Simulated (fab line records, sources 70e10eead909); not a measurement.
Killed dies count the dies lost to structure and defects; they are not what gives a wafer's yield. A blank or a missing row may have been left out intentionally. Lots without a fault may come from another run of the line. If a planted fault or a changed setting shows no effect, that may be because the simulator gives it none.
Which tool did it? -- flow nand-harc -- Sampling: 24 lots, 72 wafers, 5 of 1159 route steps

== WHAT EACH GAUGE READ, for each wafer ==
NHARC_P_M0_OVL_MEAS_10: pitch 180 nm.
lot,measured,on,overlay-x-nm (nm),overlay-y-nm (nm)
L074,day 6 04:26,overlay-02,0.3 0.6 0.1,0.0 -0.5 -0.2
L075,day 6 10:38,overlay-01,-1.5 -1.3 -1.6,0.6 0.7 0.7
L076,day 6 11:10,overlay-01,0.6 0.1 0.6,0.0 1.0 0.4
L077,day 6 21:35,overlay-02,1.4 1.5 1.3,0.0 -0.2 -0.4
L078,day 6 22:09,overlay-01,0.6 0.7 1.0,2.4 1.4 1.2
L080,day 7 03:03,overlay-01,0.4 0.8 0.9,-1.2 -0.3 -1.0
L079,day 7 03:27,overlay-02,-0.9 -1.1 -1.1,1.3 1.0 1.2
L081,day 7 19:56,overlay-01,1.8 1.7 1.9,2.0 1.6 1.4
L082,day 7 22:37,overlay-01,0.1 0.1 -0.2,-0.1 -0.2 0.6
L083,day 7 23:29,overlay-02,0.6 1.0 0.2,-0.1 0.8 0.5
L084,day 8 12:52,overlay-01,-2.3 -1.0 -1.5,0.5 0.2 -0.4
L085,day 8 14:09,overlay-01,1.6 1.0 1.9,-1.5 -1.5 -1.7
L087,day 8 23:44,overlay-02,-2.4 -1.7 -1.5,0.3 0.4 0.3
L086,day 9 06:03,overlay-02,-1.2 -0.4 -0.5,0.7 1.1 0.6
L088,day 9 14:05,overlay-02,0.3 0.5 0.0,-0.3 -0.2 0.1
L089,day 9 16:42,overlay-01,-0.2 0.4 0.2,0.8 0.8 0.9
L090,day 10 01:55,overlay-02,0.0 -0.4 -0.3,-0.9 -1.5 -0.9
L092,day 10 02:03,overlay-01,0.7 1.2 1.1,-0.9 -0.7 -1.0
L091,day 10 02:34,overlay-02,-0.5 -0.2 -0.5,-1.3 -1.2 -1.4
L094,day 10 13:14,overlay-02,1.0 0.6 0.3,-0.2 0.6 0.0
L093,day 10 14:32,overlay-01,-1.2 -0.7 -1.4,0.3 0.2 0.3
L095,day 10 21:38,overlay-01,1.2 1.2 1.4,-0.1 0.0 -0.1
L096,day 11 07:31,overlay-02,-0.2 -0.4 0.3,-1.1 -0.6 0.0
L097,day 11 20:59,overlay-01,-1.0 -0.1 -0.4,0.8 1.2 0.6

NHARC_P_M0_INSPECT_11.
lot,measured,on,raw-defect-count
L074,day 6 04:29,defect-inspect-01,5 3 0
L075,day 6 10:40,defect-inspect-01,2 2 4
L076,day 6 11:11,defect-inspect-01,4 2 3
L077,day 6 21:37,defect-inspect-02,4 2 5
L078,day 6 22:11,defect-inspect-02,3 1 0
L080,day 7 03:05,defect-inspect-01,2 7 4
L079,day 7 03:29,defect-inspect-01,2 3 4
L081,day 7 19:58,defect-inspect-01,2 3 3
L082,day 7 22:39,defect-inspect-02,3 3 3
L083,day 7 23:32,defect-inspect-01,6 5 5
L084,day 8 12:54,defect-inspect-02,5 6 4
L085,day 8 14:11,defect-inspect-01,4 4 2
L087,day 8 23:46,defect-inspect-02,1 1 2
L086,day 9 06:05,defect-inspect-01,5 5 2
L088,day 9 14:08,defect-inspect-01,1 4 2
L089,day 9 16:44,defect-inspect-01,5 2 3
L090,day 10 01:56,defect-inspect-01,5 7 5
L092,day 10 02:05,defect-inspect-01,5 1 3
L091,day 10 02:35,defect-inspect-01,5 5 4
L094,day 10 13:17,defect-inspect-01,3 5 3
L093,day 10 14:35,defect-inspect-02,7 8 2
L095,day 10 21:40,defect-inspect-02,8 8 2
L096,day 11 07:34,defect-inspect-02,3 5 3
L097,day 11 21:01,defect-inspect-01,2 3 1

NHARC_P_M1_INSPECT_27.
lot,measured,on,raw-defect-count
L074,day 6 11:32,defect-inspect-01,470 470 640
L075,day 6 17:25,defect-inspect-01,216 246 233
L076,day 6 17:50,defect-inspect-01,408 368 564
L077,day 7 04:24,defect-inspect-01,247 431 345
L078,day 7 04:54,defect-inspect-01,476 279 216
L080,day 7 10:10,defect-inspect-02,397 207 257
L079,day 7 10:22,defect-inspect-01,236 475 233
L081,day 8 03:02,defect-inspect-02,305 602 435
L082,day 8 05:56,defect-inspect-01,418 115 271
L083,day 8 06:50,defect-inspect-01,140 310 204
L084,day 8 20:46,defect-inspect-02,508 477 350
L085,day 8 21:43,defect-inspect-01,385 356 319
L087,day 9 06:47,defect-inspect-01,297 209 245
L086,day 9 13:04,defect-inspect-01,212 301 242
L088,day 9 20:52,defect-inspect-01,192 290 336
L089,day 9 23:31,defect-inspect-01,231 476 363
L090,day 10 08:38,defect-inspect-01,310 294 251
L092,day 10 09:40,defect-inspect-02,313 355 320
L091,day 10 10:11,defect-inspect-01,274 294 293
L094,day 10 20:24,defect-inspect-02,417 427 374
L093,day 10 21:52,defect-inspect-01,290 344 275
L095,day 11 04:36,defect-inspect-01,234 309 329
L096,day 11 14:11,defect-inspect-02,112 289 202
L097,day 12 04:11,defect-inspect-01,467 206 263

== EACH LOT AND THE TOOL THAT RAN IT (in order: tool; ch and the chambers of the sampled wafers; start) ==
lot,NHARC_P_M1_STRIP_18,NHARC_P_M1_ETCH_28
L074,"rie-diel-01 ch 2,3, day 6 09:16","rie-diel-01 ch 0,1,2, day 6 11:32 or earlier"
L075,"rie-diel-01 ch 1,2, day 6 15:11","rie-diel-01 ch 0,1,2, day 6 17:25 or earlier"
L076,"rie-diel-03 ch 1,3, day 6 15:37","rie-diel-03 ch 0,3, day 6 17:50 or earlier"
L077,"rie-diel-03 ch 0,3, day 7 02:11","rie-diel-03 ch 0,1,2, day 7 04:24 or earlier"
L078,"rie-diel-03 ch 0,1,3, day 7 02:46","rie-diel-03 ch 0,2,3, day 7 04:54 or earlier"
L080,"rie-diel-03 ch 0,3, day 7 07:38","rie-diel-03 ch 0,2, day 7 10:10 or earlier"
L079,"rie-diel-03 ch 1,3, day 7 08:09","rie-diel-03 ch 0,1, day 7 10:22 or earlier"
L081,"rie-diel-03 ch 0,1,2, day 8 00:35","rie-diel-03 ch 0,1,2, day 8 03:02 or earlier"
L082,"rie-diel-01 ch 0,1, day 8 03:40","rie-diel-01 ch 0,1,3, day 8 05:56 or earlier"
L083,"rie-diel-03 ch 0,3, day 8 04:31","rie-diel-03 ch 0,1, day 8 06:50 or earlier"
L084,"rie-diel-03 ch 0,1, day 8 18:34","rie-diel-03 ch 0,1,2, day 8 20:46 or earlier"
L085,"rie-diel-01 ch 1,2,3, day 8 19:29","rie-diel-01 ch 1,2,3, day 8 21:43 or earlier"
L087,"rie-diel-03 ch 0,3, day 9 04:17","rie-diel-03 ch 0,2,3, day 9 06:47 or earlier"
L086,"rie-diel-03 ch 0,1,2, day 9 10:51","rie-diel-03 ch 0,1,3, day 9 13:04 or earlier"
L088,"rie-diel-01 ch 0,2,3, day 9 18:40","rie-diel-01 ch 1,2,3, day 9 20:52 or earlier"
L089,"rie-diel-03 ch 1,3, day 9 21:19","rie-diel-03 ch 0,1,2, day 9 23:31 or earlier"
L090,"rie-diel-12 ch 0,2,3, day 10 06:25","rie-diel-12 ch 1,2,3, day 10 08:38 or earlier"
L092,"rie-diel-12 ch 1,2, day 10 07:24","rie-diel-12 ch 2,3, day 10 09:40 or earlier"
L091,"rie-diel-12 ch 0,3, day 10 07:58","rie-diel-12 ch 0,3, day 10 10:11 or earlier"
L094,"rie-diel-01 ch 0,1,3, day 10 17:47","rie-diel-01 ch 1,2,3, day 10 20:24 or earlier"
L093,"rie-diel-12 ch 1,3, day 10 19:11","rie-diel-12 ch 0,1,3, day 10 21:52 or earlier"
L095,"rie-diel-03 ch 0,1, day 11 02:23","rie-diel-03 ch 1,2, day 11 04:36 or earlier"
L096,"rie-diel-12 ch 0,2,3, day 11 12:02","rie-diel-12 ch 0,2, day 11 14:11 or earlier"
L097,"rie-diel-12 ch 0,2,3, day 12 02:01","rie-diel-12 ch 1,2,3, day 12 04:11 or earlier"
- NHARC_P_M1_STRIP_18: strips in N2/H2.
- NHARC_P_M1_ETCH_28: etches the open film in CF4/N2, target depth 30 nm, time 72.99 s.

== WHAT THE TOOLS THEMSELVES READ (means of the sampled wafers that have a number; where no wafer has one, the mark that the record gives instead) ==
NHARC_P_M1_STRIP_18.
lot,tool,drypump-motor-current-A (A),oes-product-au (a.u.),rf-vpp-V (V),showerhead-plenum-p-Torr (Torr),throttle-valve-pct (%)
L074,rie-diel-01,5.9,0.996,90.6,1.98,14.169
L075,rie-diel-01,6.0,1.007,90.8,2.11,14.171
L076,rie-diel-03,5.6,1.013,90.8,2.04,14.166
L077,rie-diel-03,5.2,1.003,90.8,2.06,14.168
L078,rie-diel-03,5.5,1.011,90.6,2.05,14.170
L080,rie-diel-03,5.3,1.002,91.0,2.07,14.177
L079,rie-diel-03,5.7,1.007,90.3,2.04,14.171
L081,rie-diel-03,5.9,0.997,90.9,2.09,14.170
L082,rie-diel-01,6.0,0.994,90.9,2.12,14.173
L083,rie-diel-03,5.2,1.011,90.6,2.06,14.169
L084,rie-diel-03,5.7,1.007,90.8,2.06,14.169
L085,rie-diel-01,6.0,0.990,90.7,2.04,14.177
L087,rie-diel-03,5.3,1.010,90.6,2.07,14.175
L086,rie-diel-03,5.9,0.992,91.4,2.09,14.167
L088,rie-diel-01,6.0,0.998,91.0,2.08,14.171
L089,rie-diel-03,5.6,1.004,91.5,2.04,14.171
L090,rie-diel-12,5.5,1.001,90.3,2.07,14.173
L092,rie-diel-12,6.1,0.998,90.7,2.01,14.164
L091,rie-diel-12,5.1,1.000,91.2,2.11,14.176
L094,rie-diel-01,6.0,0.997,90.7,2.05,14.170
L093,rie-diel-12,5.7,1.000,90.8,2.04,14.169
L095,rie-diel-03,5.7,0.997,90.5,2.05,14.165
L096,rie-diel-12,5.5,0.999,91.7,2.07,14.174
L097,rie-diel-12,5.5,1.008,90.9,2.07,14.168

NHARC_P_M1_ETCH_28.
lot,tool,cf4-flow-sccm (sccm),drypump-motor-current-A (A),oes-product-au (a.u.),rf-vpp-V (V),showerhead-plenum-p-Torr (Torr),throttle-valve-pct (%)
L074,rie-diel-01,50.11,6.0,0.993,316.1,2.76,19.799
L075,rie-diel-01,50.07,6.1,0.991,316.7,2.76,19.789
L076,rie-diel-03,49.92,5.3,1.007,314.5,2.66,19.802
L077,rie-diel-03,49.81,5.9,0.992,314.6,2.69,19.799
L078,rie-diel-03,49.95,5.6,1.003,315.5,2.70,19.793
L080,rie-diel-03,49.83,6.0,0.987,316.0,2.75,19.805
L079,rie-diel-03,49.99,5.8,1.017,313.1,2.63,19.789
L081,rie-diel-03,49.95,5.9,1.005,314.9,2.69,19.805
L082,rie-diel-01,50.03,6.0,0.999,314.5,2.65,19.785
L083,rie-diel-03,50.01,5.8,0.998,314.3,2.63,19.798
L084,rie-diel-03,49.92,5.9,1.010,315.0,2.69,19.788
L085,rie-diel-01,49.97,6.0,0.996,314.8,2.63,19.795
L087,rie-diel-03,50.10,5.6,1.009,314.9,2.70,19.798
L086,rie-diel-03,50.12,5.5,1.008,314.1,2.64,19.793
L088,rie-diel-01,49.96,6.0,1.004,314.1,2.63,19.792
L089,rie-diel-03,49.97,5.9,1.002,315.4,2.69,19.806
L090,rie-diel-12,49.81,5.9,1.005,314.0,2.60,19.790
L092,rie-diel-12,49.94,6.0,1.001,313.4,2.60,19.798
L091,rie-diel-12,50.07,5.3,1.005,315.2,2.67,19.791
L094,rie-diel-01,49.98,5.9,1.006,314.9,2.63,19.803
L093,rie-diel-12,50.00,5.5,1.004,314.7,2.65,19.795
L095,rie-diel-03,50.03,6.1,1.004,315.5,2.67,19.797
L096,rie-diel-12,50.03,5.3,0.998,315.3,2.69,19.791
L097,rie-diel-12,50.01,5.9,1.003,313.3,2.60,19.801

== THE ANSWER, worked out from the rows above alone ==
Rule: what is usual is taken from the lots themselves. The widest of any qualifying gaps counts: lots, ordered by their means at a reading, are off when they make up no more than a third of the lots, leave a main group of 4 or more, and stand apart from it by 3 or more times the standard deviation of that group's means. If all means in a main group match to the digits the tables above print for the reading, that group is not used. Also off: a lot with no number at a reading for which 4 or more lots have one. Where the step has rows for the other lots, those lots are counted as sound. Order of review: gauges by route order, followed by the tools' own readings, for which a lot's mean as printed above is used. At the first step where some lot is off, the reading lying furthest off is the one used; lots without a number count as furthest.
Nothing can be told from this: no lot is off at any reading shown.

== WHAT THE SIMULATOR HAD INSERTED ==
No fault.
